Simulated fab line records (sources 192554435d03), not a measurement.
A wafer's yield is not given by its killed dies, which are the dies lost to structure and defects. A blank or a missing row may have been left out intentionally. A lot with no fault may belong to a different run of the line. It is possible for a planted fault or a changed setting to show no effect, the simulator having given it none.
Matching of chambers + flow n5 finfet + 4 sister chambers for N5_SPACER0_ALD_00 on ald sin-04
The step deposits SiOCN, target thk 3.5 nm, pulse time 3 s, purge time 2 s. 4 wafers are shown with their chamber, then 8 later ones without.

## WAFERS, EACH WITH ITS CHAMBER
| wafer  | chamber | heater power w (W) |
|--------|---------|--------------------|
| L086.3 | 3       | 726                |
| L086.4 | 1       | 717                |
| L086.5 | 0       | 841                |
| L088.2 | 2       | 788                |

## WAFERS MISSING THEIR CHAMBER
| wafer  | heater power w (W) |
|--------|--------------------|
| L088.3 | 734                |
| L088.5 | 840                |
| L096.1 | 715                |
| L096.3 | 803                |
| L096.4 | 824                |
| L097.1 | 787                |
| L097.3 | 819                |
| L097.6 | 823                |

## THE CHAMBER EACH PASSED THROUGH
| wafer  | from the rows above     | in truth |
|--------|-------------------------|----------|
| L088.3 | can't be placed: 3 or 1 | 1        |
| L088.5 | 0                       | 0        |
| L096.1 | can't be placed: 1 or 3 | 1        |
| L096.3 | can't be placed: 2 or 0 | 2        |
| L096.4 | can't be placed: 0 or 2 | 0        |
| L097.1 | 2                       | 2        |
| L097.3 | can't be placed: 0 or 2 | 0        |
| L097.6 | can't be placed: 0 or 2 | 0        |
Correct placement for 2 of the 8. Cannot be placed on the basis of these rows: 6; the candidates contain the true chamber in 6. Number placed wrongly: 0.
How it was worked out, from the rows above alone: a wafer's distance from a chamber is the root of the sum, over the readings, of the square of ((its reading less the chamber's mean) divided by the reading's scatter). The wafer belongs to the nearest chamber; if the next one is less than 2 further off, it can't be placed. Each chamber's mean is taken over the wafers shown for it. The scatter (one wafer shown for each chamber): square how far every hidden wafer sits from the nearest shown wafer, average those squares and take the square root.
